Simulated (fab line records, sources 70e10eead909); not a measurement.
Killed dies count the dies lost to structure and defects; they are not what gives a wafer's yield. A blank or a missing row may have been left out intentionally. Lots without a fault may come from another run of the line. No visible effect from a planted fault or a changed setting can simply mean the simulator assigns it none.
A struck lot beside a sound one / flow nandHarc / 15 out of 1302 route steps
Sound: the wafers L214.1, L214.5, L214.6. Struck: wafers L225.1, L225.2, L225.6. The cause comes at the end.
At each step with rows: each side's tool, then ch and its chambers, then its first start. Under that, the readings that differ: sound wafers / struck wafers / difference of the means / sigmas: that difference in standard deviations of wafers without a fault.
alike: words and numbers the same on both sides, and readings whose means are apart by under 2 such deviations; not compared: readings that were withheld, readings missing a value for some wafer, numbers with overlapping values and no deviation given by the record, and bounds like >300 which may hide the same value.
A row with sigmas, a row that says differs or no value, or rows on one side alone: a step with any of these is where the two part. Numbers that don't overlap but have no deviation are shown without sigmas and don't part them. Lack of a reading on every wafer of one side parts them only where that side has two or more wafers.

first, 1 step without rows for these wafers: NHARC_A_CONTACT_ETCH_137 (etches the open film in C4F8/O2/Ar, time 311 s, target depth 1912 nm).
NHARC_A_CONTACT_ETCH_138: etches the open film in C4F8/O2/Ar, time 311 s, target depth 1914 nm.
  sound on harCapEtch-01 ch 0,1, day 25 20:44; struck on harCapEtch-01 ch 0,1, day 30 10:40
  alike: chamberPressureMTorr
  not compared: rfHoursCounterH
then, 2 steps without rows for these wafers: NHARC_A_CONTACT_ETCH_139 (etches the open film in C4F8/O2/Ar, time 195 s, target depth 840 nm); NHARC_A_CONTACT_ETCH_92 (etches the open film in CH3F/O2, target depth 40 nm, time 85.7 s).
NHARC_A_CONTACT_ETCH_98: etches the open film in C4F6/O2, target depth 20 nm, time 10 s.
  sound: rieDiel-02 ch 2,3; struck: rieDiel-02 ch 0,3
  alike: chamberPressureMTorr, drypumpMotorCurrentA, oesProductAu, rfVppV, showerheadPlenumPTorr, throttleValvePct
  not compared: rfHoursCounterH
NHARC_A_CONTACT_CD_MEAS_15:
  sound: cdSem-03 at day 25 21:47; struck: cdSem-01 at day 30 11:43
  alike: cdNm
then, 3 steps without rows for these wafers: NHARC_A_CONTACT_STRIP_107 (strips in N2/H2); NHARC_A_CONTACT_STRIP_108 (strips in CF4/CHF3); NHARC_A_CONTACT_STRIP_109 (strips in O2/COS).
NHARC_A_CONTACT_ETCH_110: etches the open film in CF4/O2, target depth 60 nm, overetch 6 nm, time 33 s.
  sound on rieDiel-02 ch 0,3, day 25 22:22; struck on rieDiel-02 ch 1,2, day 30 12:02
  alike: chamberPressureMTorr, drypumpMotorCurrentA, oesProductAu, rfVppV, showerheadPlenumPTorr, throttleValvePct
  not compared: rfHoursCounterH
NHARC_A_CONTACT_STRIP_26: strips in O2.
  sound: rieDiel-02 ch 1,2,3; struck: rieDiel-02 ch 0,3
  alike: chamberPressureMTorr, drypumpMotorCurrentA, oesProductAu, rfVppV, showerheadPlenumPTorr, throttleValvePct
  not compared: rfHoursCounterH
then, 1 step without rows for these wafers: NHARC_A_CONTACT_STRIP_27 (strips in post etch residue remover, time 600 s).
NHARC_A_CONTACT_ALD_18: deposits TiN, target thk 3 nm, pulse time 1 s, ald cycles 150.
  sound on aldMetal-01 ch 1,2, day 25 23:02; struck on aldMetal-02 ch 1,3, day 30 12:50
reading=aldCycles; sound=150 150 150; struck=52 52 52; difference=-98; sigmas=
  alike: heaterPowerW, precursorPulseHeightRel
NHARC_A_CONTACT_CVD_19: deposits W, target thk 300 nm, time 802 s.
  sound: cvdW-02 ch 0,1; struck: cvdW-01 ch 0,1
  alike: heaterPowerW, throttleValvePct
-- break in the record here, with 2 days between the starts of the struck wafers on either side (left off in module A_CONTACT, picked up again in module END, where the first step shown is number 1302 on the route) --
NHARC_END_SORT_01:
  at this point the record logs the struck wafers (prober-01 ch 0, day 32 19:44) and has no rows for the sound ones

WHERE THEY PART
NHARC_END_SORT_01 only, going by this record.

WHY: what the simulator had put in
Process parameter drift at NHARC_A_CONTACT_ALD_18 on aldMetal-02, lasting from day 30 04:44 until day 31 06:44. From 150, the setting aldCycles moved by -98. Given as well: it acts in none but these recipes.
